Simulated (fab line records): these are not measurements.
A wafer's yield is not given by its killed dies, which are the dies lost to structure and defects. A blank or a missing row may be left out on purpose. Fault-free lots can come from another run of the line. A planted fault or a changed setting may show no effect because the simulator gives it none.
fab line records    flow nand-harc
[record] lots = 5  wafers = 15  last-day = 24
route steps=1159 shown P_M0@256 END@1159
lots with no fault: from the same line, run without faults
start-h: hours from the record's opening day to when the first of the lot's shown wafers began    wait-h: how many hours have passed since the lot's step before this one    " as in the row above    L1.1+2: a row that stands for several wafers    - no value present, or no start provided    * or withheld: withheld    < > ~ a bound
route shown NAME@n: a module of which the file shows steps, and the number in the route of the first    usual: mean/standard deviation of fault-free wafers    same: alike in all rows    chamber/n: place in a boat    sites: per-site readings    _std_site: standard deviation of those values    _edge_site: the outer-site mean with the inner-site mean subtracted    radius-mm: for every site, how far away it sits from the centre of the wafer    mask NAME#n: copy n    behind: tool/chamber where the wafer was last shaped    hold: reason for holding the lot/hours on hold/outcome of the hold    device: whichever transistor did not switch (one of n, p or np)    end of line: at the end of the route, the tests of the same wafers    a step without rows: its recipe alone    killed: the dies lost at the first sort to structure and to defects; this is not the yield of the wafer    map: a wafer's dies, marking killed ones x, the rest . and places with no die _
set.NAME: the run value of the setting; set.NAME@STEP: its run value at that earlier step    model.NAME: the simulator's own value behind a step, which no gauge read
lots at some steps of the route; a table a step, a row a wafer
services: a tool's chamber out of use, with start hour (start-h, from the record's first day; less than 0 if before it), hours out, and reason
[[steps]]
[step NHARC_P_M0_COAT_33]
[recipe] temp-c = 200  time-s = 65
[step NHARC_P_M0_COAT_03]
[recipe] spin-rpm = 1500  resist-thk-nm = 90
[step NHARC_P_M0_SOFTBAKE_04]
[recipe] temp-c = 105  time-s = 55
[step NHARC_P_M0_EBR_05]
[step NHARC_P_M0_EXPOSE_06]
[recipe] na = 1.35  target-cd-nm = 90  dose-mj = 81.28  mask-id = P_M0
[step NHARC_P_M0_PEB_07]
[recipe] peb-temp-c = 100  peb-time-s = 65
[step NHARC_P_M0_DEVELOP_08]
[recipe] develop-time-s = 35  dev-temp-c = 23
[step NHARC_P_M0_CD_MEAS_09]
[recipe] target-cd-nm = 90  landing-energy-ev = 500
[usual] cd-nm = 89.8/0.62
lot.wafer  tool       chamber  start-h  wait-h  cd-nm
L592.2     cd-sem-03  0        126.51   -       88.8
L592.3     "          0        "        "       90.2
L592.4     "          0        "        "       89.9
L602.2     cd-sem-02  0        192.38   -       90.7
L602.3     "          0        "        "       91.1
L602.4     "          0        "        "       89.9
L608.1     cd-sem-02  0        224.11   -       89.8
L608.3     "          0        "        "       89.3
L608.4     "          0        "        "       89.6
L611.2     cd-sem-02  0        228.36   -       90.6
L611.5     "          0        "        "       89.8
L611.6     "          0        "        "       90.0
L613.1     cd-sem-02  0        239.78   -       89.3
L613.3     "          0        "        "       89.6
L613.5     "          0        "        "       90.1
[step NHARC_P_M0_OVL_MEAS_10]
[recipe] pitch-nm = 180
[usual] overlay-x-nm = 0.0/0.74  overlay-y-nm = -0.2/0.64
lot.wafer  tool        chamber  start-h  wait-h  overlay-x-nm  overlay-y-nm
L592.2     overlay-01  -        126.59   -       -0.5          -0.6
L592.3     "           -        "        "       -0.8          -0.3
L592.4     "           -        "        "       -0.8          0.1
L602.2     overlay-02  -        192.47   -       -0.3          -0.1
L602.3     "           -        "        "       -0.1          -0.2
L602.4     "           -        "        "       0.3           0.0
L608.1     overlay-02  -        224.20   -       0.1           0.6
L608.3     "           -        "        "       0.3           1.0
L608.4     "           -        "        "       0.3           0.3
L611.2     overlay-02  -        228.45   -       0.4           -1.3
L611.5     "           -        "        "       0.2           -0.9
L611.6     "           -        "        "       0.3           -0.9
L613.1     overlay-02  -        239.87   -       1.9           -0.6
L613.3     "           -        "        "       1.4           -0.2
L613.5     "           -        "        "       1.7           -0.2
[step NHARC_P_M0_INSPECT_11]
[usual] raw-defect-count = 3.9/2.4
lot.wafer  tool               chamber  start-h  wait-h  raw-defect-count
L592.2     defect-inspect-02  -        126.63   0.0     3
L592.3     "                  -        "        "       5
L592.4     "                  -        "        "       5
L602.2     defect-inspect-01  -        192.51   0.0     4
L602.3     "                  -        "        "       1
L602.4     "                  -        "        "       4
L608.1     defect-inspect-01  -        224.24   0.0     3
L608.3     "                  -        "        "       4
L608.4     "                  -        "        "       1
L611.2     defect-inspect-02  -        228.48   0.0     10
L611.5     "                  -        "        "       3
L611.6     "                  -        "        "       4
L613.1     defect-inspect-02  -        239.90   0.0     2
L613.3     "                  -        "        "       6
L613.5     "                  -        "        "       3
[step NHARC_P_M0_DESCUM_14]
[recipe] time-s = 3  o2-flow-sccm = 200  ar-flow-sccm = 0  bias-power-w = 0  chemistry = O2
[usual] drypump-motor-current-A = 5.6/0.34  oes-product-au = 0.997/0.011  rf-vpp-V = 57.7/0.88  showerhead-plenum-p-Torr = 1.92/0.074  throttle-valve-pct = 11.312/0.009
lot.wafer  tool         chamber  start-h  wait-h  drypump-motor-current-A  oes-product-au  rf-hours-counter-h  rf-vpp-V  showerhead-plenum-p-Torr  throttle-valve-pct
L592.2     rie-diel-07  0        126.69   0.1     6.1                      0.984           5                   57.1      1.80                      11.313
L592.3     "            2        "        "       5.4                      0.990           5                   57.8      1.88                      11.311
L592.4     "            3        "        "       5.6                      0.972           5                   58.5      1.92                      11.317
L602.3     rie-diel-07  2        192.57   0.1     5.3                      0.990           9                   56.9      1.87                      11.320
L602.4     "            0        "        "       6.1                      0.992           9                   57.0      1.80                      11.310
L602.2     "            1        "        "       5.3                      1.016           9                   57.1      1.93                      11.306
L608.3     rie-diel-07  2        224.31   0.1     5.3                      0.993           10                  56.6      1.87                      11.314
L608.4     "            3        "        "       5.6                      0.985           11                  58.7      1.92                      11.302
L608.1     "            0        "        "       6.1                      0.992           11                  56.1      1.80                      11.298
L611.2     rie-diel-02  0        228.55   0.1     5.5                      1.004           5                   57.5      1.88                      11.327
L611.5     "            0        "        "       5.5                      0.997           -                   55.8      1.88                      11.317
L611.6     "            1        "        "       5.8                      1.002           -                   57.5      1.87                      11.321
L613.3     rie-diel-02  0        239.97   0.1     5.5                      1.001           6                   59.8      1.88                      11.310
L613.1     "            1        "        "       5.8                      1.008           5                   58.0      1.87                      11.307
L613.5     "            2        "        "       5.7                      1.011           -                   58.3      2.04                      11.303
[step NHARC_P_M0_ETCH_34]
[recipe] target-depth-a = 400  overetch-a = 120  time-s = 43.94  ion-energy-ev = 200  n2-flow-sccm = 150  h2-flow-sccm = 150  ar-flow-sccm = 0  rf-w = 400  bias-w = 150  chemistry = N2/H2
[usual] drypump-motor-current-A = 5.6/0.32  h2-flow-sccm = 150.0/0.43  oes-product-au = 0.996/0.011  rf-fwd-power-W = 395.2/1.9  rf-vpp-V = 430.7/2.3  showerhead-plenum-p-Torr = 2.05/0.084  throttle-valve-pct = 14.172/0.0093
lot.wafer  tool         chamber  start-h  wait-h  drypump-motor-current-A  h2-flow-sccm  oes-product-au  rf-fwd-power-W  rf-hours-counter-h  rf-vpp-V  showerhead-plenum-p-Torr  throttle-valve-pct
L592.3     rie-diel-07  0        126.78   0.1     6.1                      150.0         0.989           393.6           5                   428.6     1.92                      14.190
L592.2     "            1        "        "       5.3                      150.3         0.993           395.7           5                   432.2     2.06                      14.179
L592.4     "            2        "        "       5.3                      150.6         0.991           393.9           5                   428.6     2.00                      14.173
L602.4     rie-diel-07  0        192.65   0.1     6.1                      150.3         0.987           390.9           9                   428.0     1.91                      14.174
L602.3     "            2        "        "       5.3                      150.3         0.998           395.8           9                   430.7     2.00                      14.171
L602.2     "            3        "        "       5.6                      150.3         0.970           395.4           9                   431.2     2.04                      14.174
L608.3     rie-diel-07  2        224.39   0.1     5.3                      149.9         0.991           395.2           10                  429.1     2.00                      14.179
L608.1     "            3        "        "       5.6                      149.9         0.987           398.5           11                  430.7     2.04                      14.178
L608.4     "            1        "        "       5.3                      149.0         1.006           396.1           10                  431.1     2.06                      14.184
L611.2     rie-diel-02  0        228.63   0.1     5.5                      149.8         0.996           392.9           5                   428.5     2.00                      14.169
L611.6     "            0        "        "       5.5                      149.7         0.997           392.0           -                   430.4     2.00                      14.167
L611.5     "            1        "        "       5.8                      150.7         0.997           397.5           -                   430.6     1.99                      14.170
L613.3     rie-diel-02  0        240.07   0.1     5.5                      150.0         1.000           395.5           6                   429.5     2.00                      14.181
L613.1     "            1        "        "       5.8                      149.8         1.006           398.6           5                   428.7     1.99                      14.176
L613.5     "            0        "        "       5.5                      149.5         1.002           394.5           -                   428.8     2.00                      14.177
[step NHARC_P_M0_ETCH_15]
[recipe] target-depth-a = 1500  overetch-a = 150  time-s = 82.5  c4f8-flow-sccm = withheld  ar-flow-sccm = 400  rf-w = 600  bias-w = 300  chemistry = C4F8/Ar
[usual] oes-product-au = 0.945/0.025  rf-fwd-power-W = 595.3/2.2  rf-vpp-V = 441.2/2.5
lot.wafer  tool         chamber  start-h  wait-h  oes-product-au  rf-fwd-power-W  rf-hours-counter-h  rf-vpp-V
L592.3     rie-diel-07  3        126.86   -       0.951           596.6           5                   439.7
L592.2     "            0        "        "       0.961           596.5           5                   438.3
L592.4     "            2        "        "       0.981           593.0           5                   439.7
L602.2     rie-diel-07  3        192.75   -       0.903           597.4           9                   441.0
L602.4     "            0        "        "       0.903           590.0           9                   438.4
L602.3     "            1        "        "       0.932           596.4           9                   442.2
L608.4     rie-diel-07  2        224.58   -       0.843           596.7           10                  439.0
L608.1     "            0        "        "       0.907           594.3           11                  436.3
L608.3     "            1        "        "       0.939           600.2           10                  442.6
L611.2     rie-diel-02  2        228.72   -       0.987           593.7           5                   444.8
L611.5     "            2        "        "       0.987           597.4           -                   446.5
L611.6     "            3        "        "       0.961           592.1           -                   444.5
L613.3     rie-diel-02  1        240.17   -       0.954           595.2           6                   440.0
L613.1     "            0        "        "       0.962           593.8           6                   440.2
L613.5     "            1        "        "       0.960           598.7           -                   439.0
[step NHARC_P_M0_CD_MEAS_16]
[usual] cd-nm = 89.5/0.85
lot.wafer  tool       chamber  start-h  wait-h  cd-nm
L592.2     cd-sem-01  -        126.99   -       87.8
L592.3     "          -        "        "       88.8
L592.4     "          -        "        "       89.3
L602.2     cd-sem-01  -        192.87   -       91.3
L602.3     "          -        "        "       90.1
L602.4     "          -        "        "       89.0
L608.1     cd-sem-03  -        224.71   -       89.6
L608.3     "          -        "        "       89.2
L608.4     "          -        "        "       88.6
L611.2     cd-sem-03  -        228.86   -       90.8
L611.5     "          -        "        "       89.0
L611.6     "          -        "        "       89.1
L613.1     cd-sem-02  -        240.31   -       88.4
L613.3     "          -        "        "       88.4
L613.5     "          -        "        "       89.3
[step NHARC_END_SORT_01]
[recipe] temp-c = 25
[usual] defect-limited-yield = 95.4/1.3  killed-at-array = 27/8  killed-at-other = 0.8/1.2  killed-at-periphery = 3.3/2.3  killed-dies = 31/8.8  killed-open = 3.2/2.1  killed-short = 2.1/1.4  sort_bin_2_pct = 1.4/0.55  sort_bin_3_pct = 0.25/0.2  sort_bin_4_pct = 2.9/0.92  sort-n-pass = 646/8.8  sort-rim-yield-pct = 95.5/2.7  sort-yield-pct = 95.4/1.3
[same] gross-dies = 677  sort_bin_5_pct[%] = 0  sort_bin_6_pct[%] = 0  sort_bin_7_pct[%] = 0  sort_bin_8_pct[%] = 0  sort-rim-n-gross = 106.00
lot.wafer  tool       chamber  start-h  wait-h  defect-limited-yield[%]  killed-at-array  killed-at-other  killed-at-periphery  killed-dies  killed-open  killed-short  sort_bin_2_pct[%]  sort_bin_3_pct[%]  sort_bin_4_pct[%]  sort-n-pass  sort-rim-yield-pct[%]  sort-yield-pct[%]
L608.4     prober-01  0        560.25   3.4     3.7                      36               1                615                  652          5            3             92.5               0.44               3.4                25           6.6                    3.7
// killed by level:class
L608.4 P_M0:area-etch=612 A_CHANNEL_HOLE_D1:chamber-film-flake=14 A_STAIRCASE:chamber-film-flake=5 A_M0:chamber-film-flake=4 A_ZERO_WELL:chamber-film-flake=3 A_WL_FILL:chamber-film-flake=3 P_M0:geometric-particle:open=2 A_WL_FILL:geometric-particle:open=2
// map L608.4 (x killed, . not)
____________x____________
_________xxxxxxx_________
_______xxxxxxxxxxx_______
______xxxxxxxxxxxxx______
_____xxxxxxxxxxx.xxx_____
____xxxxxxxx.xxxxxxxx____
____xxxxxxxxxxx.xxxxx____
___xxxxxxxxxxxxxxxxxxx___
___xxxxxxxxxxxxxxxxxxx___
__xxxxxxxxxxxxxxxxxxxxx__
__xxxxxxxxxxx.xx.xx.xxx__
_xxxxxxxxxxxxxxxxxxxxxxx_
_xxxxxxxxx.xxxxxxxxxxxxx_
_xxxxxxxxxxxxxxxxxxxxxxx_
_xxxxxxxxxxxxxxxxxxxxxxx_
_xxxxxxxxxxxxxxxxxxxxxx._
xxxxxxxxxxxxxxxxxxxxxxxxx
xxxxxxxx.xxxxxxxxxxxxxxxx
xxxxxxxxxxxxxxxxxxxxxxxx.
xxxxxxxx.xxxxxxxxxxxxx.xx
xxxxxxxxxxxxxxxxxxxxxxxxx
_xxxxxxxxxxxxxxxxx.xxx.x_
_xxxxxxxxxxxxxxxxxxxxxx._
_xxxxxxxxxxxxxxxxxxxx.xx_
_xxxxxxxxxxxxxxxxxxxxxxx_
_xxxxxxxxxxxxxxxxxxxxxx._
__xxxxxxxxxxxxxxxxxxxxx__
__xxxxxxxxxxxxxxxxxxxxx__
___xxxxxxxxxxxxxxxxxxx___
___xxxxxxxxxxxxxxxxxxx___
____xxxxx.xxxxxxx.xxx____
____xxxxxxxxxxxxxxxxx____
_____xx.xxxx.xxx.xx._____
______xxxxxxxxxxxxx______
_______xxxxxxxxxxx_______
_________xxx.x.x_________
____________x____________
// map L592.2 (x killed, . not)
____________.____________
_________...x..._________
_______..........._______
______x............______
_____..............._____
____.................____
____.........x....x..____
___..x....x....xx.....___
___....x.x..x.........___
__.....................__
__.....................__
_....x.................._
_.....x................._
_.......x..............._
_.......x..............._
_.......x..............._
...................x.x...
x........................
............x..x.........
.........xx..............
x..x..x..................
_......................._
_..x...................._
_x..x...x..............._
_.x....................._
_......................._
__.x..x................__
__...........x.........__
___................x..___
___...................___
____.................____
____.......x.........____
_____..............._____
______.............______
_______..........._______
_________......._________
____________.____________
[[services]]
tool         chamber  start-h  hours  kind
rie-diel-07  0        109.20   -      clean
rie-diel-07  1        109.20   -      clean
rie-diel-07  2        109.20   -      clean
rie-diel-07  3        109.20   -      clean
rie-diel-07  0        131.40   3.7    repair
rie-diel-07  1        133.70   -      clean
rie-diel-07  2        133.70   -      clean
rie-diel-07  3        133.70   -      clean
rie-diel-07  1        145.11   7.5    repair
rie-diel-02  -        150.70   9.0    pm
rie-diel-07  0        158.20   -      clean
rie-diel-07  1        158.20   -      clean
rie-diel-07  2        158.20   -      clean
rie-diel-07  3        158.20   -      clean
rie-diel-07  0        182.70   -      clean
rie-diel-07  1        182.70   -      clean
rie-diel-07  2        182.70   -      clean
rie-diel-07  3        182.70   -      clean
rie-diel-07  0        207.20   -      clean
rie-diel-07  1        207.20   -      clean
rie-diel-07  -        210.52   0.6    repair
rie-diel-02  -        226.54   1.7    repair
rie-diel-07  -        228.52   9.0    pm
rie-diel-02  3        231.53   11.3   repair
[[key]]
[first-sign] step = NHARC_P_M0_ETCH_15  reading = oes-product-au  direction = down  sigmas = 4.1  usual = 0.945  struck = 0.843
[effect] step = NHARC_END_SORT_01  reading = killed-at-periphery  direction = up  sigmas = 99+  usual = 3.3  struck = 615
[more-kills-born-at] NHARC_P_M0_ETCH_15@rie-diel-07 = 612
met-at NHARC_P_M0_ETCH_15
struck-wafers L608.4
later-rows-left-out L608.4
onset-between 192.75 224.58
[fault] kind = process-parameter-drift  tool = rie-diel-07  chamber = -  onset-h = 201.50  steps = NHARC_P_M0_ETCH_15  channel = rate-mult  offset = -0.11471  shape = step  end-h = 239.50  scope = struck-wafers-only
// later-rows-left-out: the simulator's readings of these wafers behind a module that went badly wrong aren't trusted and aren't shown, but for the sort
